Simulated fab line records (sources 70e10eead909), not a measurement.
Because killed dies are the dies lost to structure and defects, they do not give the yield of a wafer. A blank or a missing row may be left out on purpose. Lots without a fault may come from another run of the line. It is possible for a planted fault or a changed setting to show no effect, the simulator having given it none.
Comparing a struck lot with a sound one -- flow nand harc -- 22 steps out of a route of 1302
Sound: wafers L700.1, L700.3, L700.6. The struck wafers were L715.4, L715.5, L715.6. The cause is given at the end.
Per side, at each step with rows, come the tool, then ch with its chambers, and then its first start. Under that, the readings that differ: sound wafers -- struck wafers -- difference of the means -- sigmas: that difference in standard deviations of wafers without a fault.
alike: readings whose means differ by less than 2 such deviations, and words and numbers that are the same on both sides. not compared: withheld readings, readings that some wafer has no value for, bounds like >300 that may hide the same value, and numbers for which the record gives no deviation and whose values overlap.
A row with sigmas, a row that says differs or no value, or rows on one side alone: a step with any of these is where the two part. Numbers that don't overlap but have no deviation are shown without sigmas and don't part them. A reading that every wafer of one side lacks parts them only if that side has two wafers or more.

NHARC_P_CONTACT_CVD_23: deposits W, target thk 200 nm, time 557 s.
  sound on cvd w-02 ch 0; struck on cvd w-02 ch 0,1
  alike: heater power w, throttle valve pct
NHARC_P_CONTACT_CMP_24: polishes, t overpolish 30 s, target thk 200 nm.
  sound on cmp-04 ch 0,2,3, day 9 00:58; struck on cmp-01 ch 0,1, day 15 06:29
  alike: motor current A, overpolish run s, time to endpoint s
after that, 1 step had no rows for these wafers: NHARC_P_CONTACT_SRD_26.
NHARC_P_CONTACT_INSPECT_27:
  struck on defect inspect-02, day 15 06:52; sound on defect inspect-02, day 9 01:19
  alike: raw defect count
then, 7 steps without rows for these wafers: NHARC_P_M0_DEP_00 (deposits SiOC, target thk 150 nm); NHARC_P_M0_DEHYDRATE_01 (time 120 s); NHARC_P_M0_HMDS_02 (time 30 s); NHARC_P_M0_COAT_33 (time 65 s); NHARC_P_M0_COAT_03 (resist thk 90 nm); NHARC_P_M0_SOFTBAKE_04 (time 55 s); NHARC_P_M0_EBR_05.
NHARC_P_M0_EXPOSE_06: exposes mask P M0, target cd 90 nm.
  sound on arfi scanner-01 ch 0, day 9 02:04; struck on arfi scanner-03 ch 0, day 15 07:30
reading,sound,struck,difference,sigmas
exposure dose mJ cm2,81.34 81.33 81.30,78.24 78.16 78.29,-3.09,-40
  alike: mask, reticle temp C
then, 2 steps without rows for these wafers: NHARC_P_M0_PEB_07 (peb time 65 s); NHARC_P_M0_DEVELOP_08 (develop time 35 s).
NHARC_P_M0_CD_MEAS_09: the cd target is 90 nm.
  sound on cd sem-03 ch 0, day 9 02:13; struck on cd sem-02 ch 0
reading,sound,struck,difference,sigmas
cd nm (nm),88.6 89.4 89.3,88.3 86.6 86.9,-1.8,-2
  not compared: hold
NHARC_P_M0_OVL_MEAS_10: pitch 180 nm.
  struck on overlay-02, day 15 08:57; sound on overlay-02, day 9 02:17
reading,sound,struck,difference,sigmas
hold,- - -,await dispo/1.0h/release await dispo/1.0h/release await dispo/1.0h/release,no value on the sound wafers,
overlay y nm (nm),0.2 -0.1 0.7,-1.5 -0.5 -1.2,-1.3,-2
  alike: overlay x nm
NHARC_P_M0_INSPECT_11:
  struck on defect inspect-01, day 15 08:59; sound on defect inspect-02, day 9 02:20
  alike: raw defect count
NHARC_P_M0_DESCUM_14: chemistry O2, time 3 s.
  sound on rie diel-13 ch 0,1,2, day 9 02:24; struck on rie diel-05 ch 0,1, day 15 09:33
  alike: drypump motor current A, oes product au, rf vpp V, showerhead plenum p Torr, throttle valve pct
  not compared: rf hours counter h, model.P_M0.cd nm
NHARC_P_M0_ETCH_34: etches the open film in N2/H2, target depth 40 nm, overetch 12 nm, time 43.94 s.
  sound on rie diel-13 ch 1,2, day 9 02:29; struck on rie diel-05 ch 0,1,3, day 15 09:46
  alike: drypump motor current A, oes product au, rf vpp V, showerhead plenum p Torr, throttle valve pct
  not compared: rf hours counter h
NHARC_P_M0_ETCH_15: etches the open film in C4F8/Ar, target depth 150 nm, overetch 15 nm, time 82.5 s.
  sound on rie diel-13 ch 0,1,3; struck on rie diel-05 ch 1,2,3
  alike: oes product au, rf vpp V
  not compared: rf hours counter h, model.P_M0.cd nm
NHARC_P_M0_CD_MEAS_16:
  struck on cd sem-01, day 15 09:58; sound on cd sem-01, day 9 02:41
  alike: cd nm
after that, 1 step had no rows for these wafers: NHARC_END_SORT_01.

== WHERE THEY PART ==
First at NHARC_P_M0_EXPOSE_06; last, within this record, at NHARC_P_M0_OVL_MEAS_10. Later steps at which nothing parts them and some readings are alike: NHARC_P_M0_INSPECT_11, NHARC_P_M0_DESCUM_14, NHARC_P_M0_ETCH_34, NHARC_P_M0_ETCH_15, NHARC_P_M0_CD_MEAS_16.

WHY: what the simulator had put in
Process parameter drift: arfi scanner-03, from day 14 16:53 on, at NHARC_P_M0_EXPOSE_06. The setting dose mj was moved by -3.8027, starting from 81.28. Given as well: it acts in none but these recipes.
